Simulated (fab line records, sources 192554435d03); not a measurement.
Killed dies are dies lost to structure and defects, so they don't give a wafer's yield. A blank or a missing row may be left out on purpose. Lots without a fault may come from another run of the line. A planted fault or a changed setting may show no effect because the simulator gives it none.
Split-lot experiment | flow n5_finfet | 7 lots, 21 wafers read, on a route of 1938 steps

THE SPLIT
At N5_FIN_SAQP_PECVD_06 (deposits a-Si from SiH4/He, target thk 60 nm, time 48.1 s), the setting time_s was moved away from the recipe's 48.1 s on 9 of the 21 wafers read, by -11.6% to +14.2%. The other wafers ran this setting at the recipe's value.

FROM THE SPLIT TO THE READING: what the file shows between them, 5 steps
- N5_FIN_SAQP_THK_MEAS_07
- N5_FIN_SAQP_HM_DEP_72: deposits SiO2 from SiH4/N2O, target thk 12 nm, time 7.2 s
- N5_FIN_SAQP_COAT_49: time 60 s, resist thk 100 nm
- N5_FIN_SAQP_HM_OPEN_73: chemistry CHF3/O2, target SiO2, stops on a-Si, target depth 12 nm, time 16.8 s
- N5_FIN_SAQP_STRIP_74: strips in CHF3/O2

THE READING
oes_product_au, in a.u., at N5_FIN_SAQP_MANDREL_ETCH_22 (etches a-Si in HBr/Cl2, stops on SiNx, target depth 60 nm, bt time 10 s, time 30 s). Fault-free wafers of this fab line usually give 0.774 a.u., standard deviation 0.01 a.u..

wafer  | tool, chamber at the split | time_s as run, s | against the recipe | oes_product_au, a.u. | against lot-mates on the recipe
L077.4 | pecvd-03, 1                | 48.1             | recipe             | 0.779                | -
L077.5 | pecvd-03, 0                | 48.1             | recipe             | 0.791                | -
L077.6 | pecvd-03, 2                | 48.1             | recipe             | 0.776                | -
L082.2 | pecvd-01, 2                | 48.1             | recipe             | 0.768                | -
L082.5 | pecvd-01, 2                | 48.1             | recipe             | 0.779                | -
L082.6 | pecvd-01, 1                | 48.1             | recipe             | 0.781                | -
L085.3 | pecvd-03, 0                | 52.14            | +8.4%              | 0.807                | +0.018
L085.4 | pecvd-03, 2                | 52.14            | +8.4%              | 0.819                | +0.030
L085.5 | pecvd-03, 1                | 48.1             | recipe             | 0.789                | -
L087.3 | pecvd-01, 1                | 54.64            | +13.6%             | 0.828                | +0.055
L087.4 | pecvd-01, 0                | 48.1             | recipe             | 0.776                | -
L087.6 | pecvd-01, 2                | 48.1             | recipe             | 0.769                | -
L091.1 | pecvd-03, 0                | 42.53            | -11.6%             | 0.720                | -0.046
L091.2 | pecvd-03, 1                | 42.53            | -11.6%             | 0.717                | -0.049
L091.3 | pecvd-03, 2                | 48.1             | recipe             | 0.766                | -
L092.1 | pecvd-04, 2                | 50.48            | +4.9%              | 0.790                | -0.003
L092.3 | pecvd-04, 2                | 50.48            | +4.9%              | 0.797                | +0.004
L092.5 | pecvd-04, 2                | 48.1             | recipe             | 0.793                | -
L095.1 | pecvd-04, 1                | 54.93            | +14.2%             | 0.838                | +0.055
L095.2 | pecvd-04, 0                | 54.93            | +14.2%             | 0.853                | +0.070
L095.5 | pecvd-04, 0                | 48.1             | recipe             | 0.783                | -

THE FIT
A straight line over all 21 wafers: oes_product_au changes by +0.00456 a.u. for each +1% of time_s; r = +0.97; the points scatter about the line by 0.0087 a.u..
The same after taking each lot's own level away (the mean of its wafers on the recipe; 21 wafers): +0.00395 a.u. for each +1%; r = +0.96; scatter 0.0084 a.u..
On that fit, the largest move of time_s shifts the reading by 0.056 a.u..
The lots' own levels span 0.7660 to 0.7930 a.u., that is 2.7 times the standard deviation above.
So the lot-to-lot level changes the slope: the two fits differ.
Check: with one of the wafers moved furthest among these (+14.2%) left out of the fit, the line predicts +0.0537 a.u. for it against its lot-mates. It came out at +0.055 a.u. against them.

OTHER SPLITS ON THESE WAFERS
These wafers also went through other splits before the reading. Each is held against what the fit with the lots' levels taken away leaves over:
other split on the same wafers | wafers away from the commonest value | r with oes_product_au (lot level and that fit taken away)
N5_WELL_APT_COAT_19 spin_rpm   | 9                                    | +0.29
N5_WELL_APT_PEB_23 peb_temp_c  | 5                                    | -0.02

THE WHOLE CHAIN: every reading that the file lists as answering this split, in the file's order
step                        | what it does                                                                       | reading                                                                           | change (the file's fit)                  | r (the file's)
N5_FIN_SAQP_PECVD_06        | deposits a-Si from SiH4/He, target thk 60 nm, time 48.1 s                          | a-Si_of_FIN_SAQP_PECVD_06.thk_nm (the simulator's own value, which no gauge read) | +0.512 nm for each +1% of the setting    | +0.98
N5_FIN_SAQP_THK_MEAS_07     |                                                                                    | thk_nm                                                                            | withheld for each +1% of the setting     | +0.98
N5_FIN_SAQP_MANDREL_ETCH_22 | etches a-Si in HBr/Cl2, stops on SiNx, target depth 60 nm, bt time 10 s, time 30 s | oes_product_au                                                                    | +0.0039 a.u. for each +1% of the setting | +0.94
N5_FIN_SAQP_MANDREL_ETCH_22 | etches a-Si in HBr/Cl2, stops on SiNx, target depth 60 nm, bt time 10 s, time 30 s | etch.depth_nm (the simulator's own value, which no gauge read)                    | +0.511 nm for each +1% of the setting    | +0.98

THE FILE'S OWN FIT
oes_product_au changes by +0.0039 a.u. for each +1% of time_s, r = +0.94.
